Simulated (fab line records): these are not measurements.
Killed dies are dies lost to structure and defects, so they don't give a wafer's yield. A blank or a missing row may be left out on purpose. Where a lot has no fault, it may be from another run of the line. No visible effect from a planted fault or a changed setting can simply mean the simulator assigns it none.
fab line records    flow n5_finfet
record: lots: 7  wafers: 21
route steps=1938 shown BEOL_M15@1797 MIM_TOP@1835 TV_OPEN@1888 PAD_METAL@1896
start_h: hours from the record's opening day to when the first of the lot's shown wafers began    wait_h: hours since the lot's step before    " identical to the entry in the row above    L1.1+2: several wafers, shown together as one row    - no value, or no start was given    * or withheld: withheld    < > ~ a bound
route shown NAME@n: names a module that has steps shown in the file, with the first one's number in the route    usual: average and standard deviation across the fault-free wafers    same: alike in all rows    chamber/n: place in a boat    sites: per-site readings    _std_site: their standard deviation    _edge_site: inner sites' mean taken away from outer sites' mean    radius_mm: how far each site lies from the wafer's centre    mask NAME#n: copy n    behind: the most recent tool/chamber to have shaped the wafer    hold: reason for holding the lot/hours on hold/outcome of the hold    device: names the non-switching transistor (n, p or np)    end of line: at the end of the route, the tests of the same wafers    a step given without rows: its recipe and nothing more    killed: dies lost to structure and defects at the first sort, not the wafer's yield    map: dies across one wafer; x = killed, . = not, _ = none there
set.NAME: the setting the step ran with; set.NAME@STEP: the setting that earlier step ran with    model.NAME: the simulator's own value behind a step, which no gauge read
lots whose settings were changed on purpose; a table a step, a row a wafer
== steps ==
step: N5_BEOL_M15_COAT_22
recipe: spin_rpm: 1704  resist_thk_nm: 800
lot.wafer  tool            chamber  start_h  wait_h  set.spin_rpm  model.coat_of_BEOL_M15_COAT_22.thk_nm
L075.3     litho_track-05  0        -        -       1546          838.2
L075.4     "               0        "        "       1704          798.2
L075.6     "               0        "        "       1546          840.8
L076.3     litho_track-01  0        -        -       1704          796.4
L076.5     "               0        "        "       1704          798.8
L076.6     "               0        "        "       1704          795.4
L077.1     litho_track-01  0        -        -       1830          768.6
L077.2     "               0        "        "       1830          770
L077.3     "               0        "        "       1704          795.4
L080.2     litho_track-04  0        -        -       1775          780.2
L080.3     "               0        "        "       1775          780.4
L080.5     "               0        "        "       1704          797.8
L081.3     litho_track-05  0        -        -       1704          797.8
L081.5     "               0        "        "       1704          800.4
L081.6     "               0        "        "       1704          799
L083.1     litho_track-01  0        -        -       1844          768
L083.3     "               0        "        "       1704          799.2
L083.4     "               0        "        "       1844          769.4
L093.1     litho_track-04  0        -        -       1830          770.4
L093.4     "               0        "        "       1704          802.2
L093.5     "               0        "        "       1704          802.6
step: N5_BEOL_M15_EBR_24
recipe: solvent: PGMEA  ebr_width_mm: 1.5
step: N5_BEOL_M15_SOFTBAKE_23
recipe: temp_c: 130  time_s: 60
step: N5_BEOL_M15_DESCUM_33
recipe: chemistry: O2  time_s: 7.9  source_power_w: 50  bias_power_w: 20  pressure_mtorr: 20  rf_frequency_hz: 2.712e+07  temp_c: 40  o2_flow_sccm: 225
step: N5_BEOL_M15_ETCH_61
recipe: chemistry: N2/H2  target: BARC  target_depth_a: 890  overetch_a: 267  time_s: 67.9  ion_energy_ev: 200  pressure_mtorr: 30  source_w: 840  bias_w: 150  n2_flow_sccm: 200  h2_flow_sccm: 200
step: N5_BEOL_M15_TRENCH_ETCH_34
recipe: chemistry: C4F8/O2/Ar  target: SiO2  target_depth_a: 8729.3  he_inner_torr: 15  he_outer_torr: 30  time_s: 199  ion_energy_ev: 800  pressure_mtorr: 20  source_w: 1905  bias_w: 2040  Ar_flow_sccm: 400  C4F8_flow_sccm: 16  O2_flow_sccm: 12
lot.wafer  tool         chamber  start_h  wait_h  set.spin_rpm@BEOL_M15_COAT_22  model.coat_of_BEOL_M15_COAT_22.thk_nm
L075.3     rie_diel-05  1        255.53   0.0     1546                           582.4
L075.4     "            2        "        "       1704                           543.4
L075.6     "            2        "        "       1546                           584.6
L076.3     rie_diel-01  1        257.99   0.0     1704                           536.8
L076.5     "            2        "        "       1704                           544.6
L076.6     "            1        "        "       1704                           536.2
L077.1     rie_diel-01  2        263.22   0.0     1830                           513.8
L077.2     "            0        "        "       1830                           511.2
L077.3     "            3        "        "       1704                           540.8
L080.2     rie_diel-01  3        292.16   0.0     1775                           524.6
L080.3     "            0        "        "       1775                           522.2
L080.5     "            0        "        "       1704                           538.8
L081.3     rie_diel-01  0        300.67   0.0     1704                           539.2
L081.5     "            3        "        "       1704                           545
L081.6     "            1        "        "       1704                           541.6
L083.1     rie_diel-05  1        309.86   0.0     1844                           512.2
L083.3     "            2        "        "       1704                           543.4
L083.4     "            3        "        "       1844                           512.8
L093.1     rie_diel-01  0        379.28   0.0     1830                           512
L093.4     "            2        "        "       1704                           541.4
L093.5     "            0        "        "       1704                           546.8
step: N5_MIM_TOP_ALD_01
recipe: material: HfO2  target_thk_a: 56  temp_c: withheld  ald_precursor_family: Hf-amide  ald_co_reactant: O3  pulse_time_s: 1  purge_time_s: 3  co_reactant_purge_time_s: 2  co_reactant_pulse_time_s: 3  ald_cycles: 62
lot.wafer   tool       chamber  start_h  wait_h  set.ald_cycles  model.HfO2_of_MIM_TOP_ALD_01.thk_nm
L075.3      ald_hk-02  3        -        -       58              5.2
L075.4+6    "          0,1      "        "       62              5.6
L076.3+5    ald_hk-02  3,1      -        -       67              6
L076.6      "          2        "        "       62              5.6
L077.1+2+3  ald_hk-02  1,0,3    -        -       62              5.6
L080.2+3+5  ald_hk-02  2,3,0    -        -       62              5.6
L081.3+5+6  ald_hk-02  1,2,1    -        -       62              5.6
L083.1+3    ald_hk-03  1,0      -        -       66              6
L083.4      "          3        "        "       62              5.6
L093.1+5    ald_hk-03  3        -        -       62              5.6
L093.4      "          0        "        "       65              6
step: N5_PASSIVATION_VIA_ETCH_13
recipe: chemistry: CHF3/O2  target: SiO2  target_depth_a: 6600  CHF3_flow_sccm: 50  O2_flow_sccm: 5  Ar_flow_sccm: 200  time_s: 330  mask_material: PR  pressure_mtorr: 30  source_w: 650  bias_w: 170  ion_energy_ev: 200  ends: cleared
usual: rf_vpp_V: 524/4.2
lot.wafer  tool         chamber  start_h  wait_h  set.bias_w  rf_vpp_V
L075.3     rie_diel-02  0        266.42   0.0     145.4       458
L075.4     "            2        "        "       170         524
L075.6     "            1        "        "       170         525
L076.3     rie_diel-05  2        270.31   0.0     170         529
L076.5     "            0        "        "       170         520
L076.6     "            1        "        "       170         523
L077.1     rie_diel-05  3        275.43   0.0     170         526
L077.2     "            2        "        "       190.4       581
L077.3     "            0        "        "       170         520
L080.2     rie_diel-01  3        303.16   0.0     170         525
L080.3     "            0        "        "       170         529
L080.5     "            1        "        "       170         520
L081.3     rie_diel-02  1        313.70   0.0     170         526
L081.5     "            0        "        "       170         517
L081.6     "            1        "        "       170         525
L083.1     rie_diel-01  2        321.89   0.0     170         533
L083.3     "            3        "        "       186.3       567
L083.4     "            0        "        "       170         528
L093.1     rie_diel-01  0        392.20   0.0     170         528
L093.4     "            2        "        "       170         532
L093.5     "            0        "        "       170         527
step: N5_PASSIVATION_AL_DEP_21
recipe: material: Al  target_thk_a: 28000  temp_c: 400  time_s: 170  power_w: 30000  chamber_pressure_pa: 0.4  gas: Ar
lot.wafer  tool            chamber  start_h  wait_h  set.time_s  model.Al_of_PASSIVATION_AL_DEP_21.thk_nm
L075.3     pvd_sputter-03  -        267.26   0.1     170         2786
L075.4     "               -        "        "       170         2817
L075.6     "               -        "        "       170         2792
L076.3     pvd_sputter-02  -        271.36   0.1     170         2782
L076.5     "               -        "        "       184.5       3027
L076.6     "               -        "        "       184.5       3020
L077.1     pvd_sputter-03  -        276.41   0.1     170         2796
L077.2     "               -        "        "       157.7       2611
L077.3     "               -        "        "       157.7       2597
L080.2     pvd_sputter-02  -        305.34   0.1     170         2770
L080.3     "               -        "        "       157.2       2581
L080.5     "               -        "        "       170         2801
L081.3     pvd_sputter-03  -        314.34   0.1     170         2759
L081.5     "               -        "        "       170         2741
L081.6     "               -        "        "       170         2721
L083.1     pvd_sputter-02  -        322.54   0.1     170         2822
L083.3     "               -        "        "       188.7       3107
L083.4     "               -        "        "       188.7       3139
L093.1     pvd_sputter-01  -        392.80   0.1     170         2804
L093.4     "               -        "        "       170         2781
L093.5     "               -        "        "       170         2801
== key ==
split: step: N5_BEOL_M15_COAT_22  setting: spin_rpm  stated: 1704  by: wafer
response: step: N5_BEOL_M15_COAT_22  reading: model.coat_of_BEOL_M15_COAT_22.thk_nm  change: -4.05  per: 1%  r: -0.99
response: step: N5_BEOL_M15_TRENCH_ETCH_34  reading: model.coat_of_BEOL_M15_COAT_22.thk_nm  change: -4.06  per: 1%  r: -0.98
split: step: N5_MIM_TOP_ALD_01  setting: ald_cycles  stated: 62  by: wafer
response: step: N5_MIM_TOP_ALD_01  reading: model.HfO2_of_MIM_TOP_ALD_01.thk_nm  change: +0.0601  per: 1%  r: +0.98
split: step: N5_PASSIVATION_VIA_ETCH_13  setting: bias_w  stated: 170  by: wafer
response: step: N5_PASSIVATION_VIA_ETCH_13  reading: rf_vpp_V  change: +4.49  per: 1%  r: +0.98
split: step: N5_PASSIVATION_AL_DEP_21  setting: time_s  stated: 170  by: wafer
response: step: N5_PASSIVATION_AL_DEP_21  reading: model.Al_of_PASSIVATION_AL_DEP_21.thk_nm  change: +27.4  per: 1%  r: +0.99
